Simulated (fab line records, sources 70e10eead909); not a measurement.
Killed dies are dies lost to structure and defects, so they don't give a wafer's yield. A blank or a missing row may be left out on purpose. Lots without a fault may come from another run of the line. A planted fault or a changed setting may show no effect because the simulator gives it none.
Which tool did it? | flow nand_harc | 14 lots, 40 wafers sampled, at 6 steps of a route of 1302

WHAT THE GAUGES READ, wafer by wafer
NHARC_P_BONDPAD_CD_MEAS_09: target cd 500 nm. Usual: cd_nm 498.7 nm, standard deviation 1.8.
lot  | measured     | on        | cd_nm (nm)        | flag
L343 | day 7 13:38  | cd_sem-03 | 501.2 500.2 498.9 |
L344 | day 7 14:42  | cd_sem-03 | 499.2 496.9 498.1 |
L345 | day 8 08:43  | cd_sem-01 | 503.1 500.3 499.4 |
L346 | day 8 14:28  | cd_sem-03 | 497.6 498.4 498.9 |
L349 | day 9 21:15  | cd_sem-01 | 499.9 499.5 499.0 |
L352 | day 11 05:32 | cd_sem-01 | 498.5 499.7       |
L353 | day 11 15:32 | cd_sem-03 | 497.8 498.4       |
L358 | day 13 19:36 | cd_sem-03 | 498.9 497.1 496.5 |
L359 | day 13 21:23 | cd_sem-01 | 499.3 495.1 496.3 |
L360 | day 14 10:55 | cd_sem-03 | 498.8 499.2 498.6 |
L362 | day 15 03:12 | cd_sem-03 | 500.0 500.4 500.0 |
L361 | day 15 03:42 | cd_sem-03 | 497.5 496.9 496.6 |
L363 | day 15 16:12 | cd_sem-01 | 500.0 498.7 500.2 |
L364 | day 16 12:37 | cd_sem-03 | 496.9 497.5 494.9 |

NHARC_P_BONDPAD_INSPECT_23. Usual: raw_defect_count 331, standard deviation 110.
lot  | measured     | on                | raw_defect_count | flag
L343 | day 7 16:26  | defect_inspect-01 | 391 453 403      |
L344 | day 7 17:31  | defect_inspect-01 | 323 265 235      |
L345 | day 8 11:54  | defect_inspect-01 | 368 304 491      |
L346 | day 8 17:20  | defect_inspect-02 | 387 231 210      |
L349 | day 10 00:10 | defect_inspect-02 | 410 291 395      |
L352 | day 11 08:18 | defect_inspect-01 | 328 229          |
L353 | day 11 18:19 | defect_inspect-01 | 196 283          |
L358 | day 13 22:23 | defect_inspect-01 | 279 389 471      |
L359 | day 14 00:09 | defect_inspect-01 | 352 251 181      |
L360 | day 14 13:41 | defect_inspect-02 | 265 186 201      |
L362 | day 15 05:59 | defect_inspect-01 | 606 328 565      |
L361 | day 15 06:35 | defect_inspect-01 | 266 401 369      |
L363 | day 15 19:00 | defect_inspect-02 | 231 381 375      |
L364 | day 16 15:42 | defect_inspect-02 | 654 481 379      |

NHARC_A_ONON_D1_THK_MEAS_14: measures by ellipsometry. Usual: thk_nm 1001 nm, standard deviation 11.
lot  | measured     | on            | thk_nm (nm)    | flag
L343 | day 8 18:59  | film_metro-01 | 1007 1009 1008 |
L344 | day 8 19:02  | film_metro-02 | 1014 1012 1016 |
L345 | day 9 13:46  | film_metro-02 | 1011 1010 1011 |
L346 | day 9 18:57  | film_metro-02 | 1012 1010 1010 |
L349 | day 11 02:41 | film_metro-02 | 999 999 999    |
L352 | day 12 10:35 | film_metro-02 | 1009 1010      |
L353 | day 12 22:26 | film_metro-02 | 983 982        |
L358 | day 15 00:09 | film_metro-01 | 984 984 982    |
L359 | day 15 00:07 | film_metro-02 | 999 999 998    |
L360 | day 15 15:11 | film_metro-01 | 1000 1000 999  |
L362 | day 16 07:59 | film_metro-02 | 1002 1002 1001 |
L361 | day 16 07:59 | film_metro-01 | 1004 1004 1003 |
L363 | day 16 22:44 | film_metro-01 | 978 979 980    |
L364 | day 17 18:50 | film_metro-02 | 1006 1008 1006 |

NHARC_A_ONON_D1_THK_MEAS_21: measures by ellipsometry. Usual: thk_nm 1000 nm, standard deviation 9.8.
lot  | measured     | on            | thk_nm (nm)    | flag
L343 | day 9 03:29  | film_metro-01 | 996 1000 999   |
L344 | day 9 03:50  | film_metro-02 | 1018 1017 1017 |
L345 | day 10 00:05 | film_metro-01 | 1003 1000 1001 |
L346 | day 10 00:05 | film_metro-02 | 1001 1003 1004 |
L349 | day 11 11:16 | film_metro-01 | 1006 1006 1005 |
L352 | day 12 18:59 | film_metro-01 | 868 981        | OFF
L353 | day 13 07:37 | film_metro-02 | 893 1004       | OFF
L358 | day 15 09:04 | film_metro-02 | 1013 1013 1012 |
L359 | day 15 09:02 | film_metro-01 | 1004 1003 1003 |
L360 | day 15 23:35 | film_metro-01 | 1011 1013 1013 |
L362 | day 16 16:47 | film_metro-01 | 1009 1009 1012 |
L361 | day 16 16:47 | film_metro-01 | 987 990 988    |
L363 | day 17 06:55 | film_metro-02 | 1000 1002 999  |
L364 | day 18 03:14 | film_metro-01 | 1009 1009 1011 |

NHARC_END_SORT_01. Usual: killed_at_array 53, standard deviation 18; killed_at_other 1.0, standard deviation 1.2; killed_at_periphery 3.6, standard deviation 2.4; killed_dies 58, standard deviation 18; killed_open 3.4, standard deviation 1.8; killed_short 2.3, standard deviation 1.5.
lot  | measured     | on        | killed_at_array | killed_at_other | killed_at_periphery | killed_dies | killed_open | killed_short | flag
L352 | day 29 03:59 | prober-02 | 676 68          | 0 0             | 1 3                 | 677 71      | 3 6         | 1 2          | OFF
L353 | day 29 12:07 | prober-01 | 677 40          | 0 0             | 0 1                 | 677 41      | 3 2         | 3 2          | OFF

WHICH TOOL RAN EACH LOT (tool, then ch and the chambers of the sampled wafers, then the start)
lot  | NHARC_A_ONON_D1_DEP_19
L343 | pecvd_onon-01 ch 0, day 9 03:02
L344 | pecvd_onon-01 ch 0, day 9 03:26
L345 | pecvd_onon-03 ch 0, day 9 23:44
L346 | pecvd_onon-04 ch 0, day 9 23:34
L349 | pecvd_onon-04 ch 0, day 11 10:49
L352 | pecvd_onon-04 ch 0, day 12 18:28
L353 | pecvd_onon-04 ch 0, day 13 07:15
L358 | pecvd_onon-01 ch 0, day 15 08:34
L359 | pecvd_onon-03 ch 0, day 15 08:32
L360 | pecvd_onon-03 ch 0, day 15 23:11
L362 | pecvd_onon-04 ch 0, day 16 16:27
L361 | pecvd_onon-01 ch 0, day 16 16:20
L363 | pecvd_onon-04 ch 0, day 17 06:25
L364 | pecvd_onon-04 ch 0, day 18 02:50
- NHARC_A_ONON_D1_DEP_19: target thk 1000 nm.

WHAT THE TOOLS THEMSELVES READ (means of the sampled wafers that have a number; where no wafer has one, the mark that the record gives instead)
The record holds no such reading with a usual standard deviation.

THE ANSWER, worked out from the rows above alone
Rule: a lot is off if the mean of its wafers that have a number lies more than 3 standard deviations from the usual mean. A lot without any number at a reading at which 4 lots or more have one is off too. The other lots that the step has rows for count as sound. The gauges are gone through in route order, then the tools' own readings, and for those a lot's mean is taken as printed above. The first step at which some lot is off is used, and at that step the reading that is off furthest; a lot without a number counts as furthest.
Off: L352, L353, at NHARC_A_ONON_D1_THK_MEAS_21 (thk_nm).
A tool fits if, at a process step before that reading, it ran every lot that is off, and no sound lot after the first of them. The gauges at NHARC_A_ONON_D1_THK_MEAS_21 aren't tried: what is off there is off at NHARC_END_SORT_01 too, on other tools, and a gauge's error can't cause that. None of those tried fits.

WHAT THE SIMULATOR HAD PUT IN
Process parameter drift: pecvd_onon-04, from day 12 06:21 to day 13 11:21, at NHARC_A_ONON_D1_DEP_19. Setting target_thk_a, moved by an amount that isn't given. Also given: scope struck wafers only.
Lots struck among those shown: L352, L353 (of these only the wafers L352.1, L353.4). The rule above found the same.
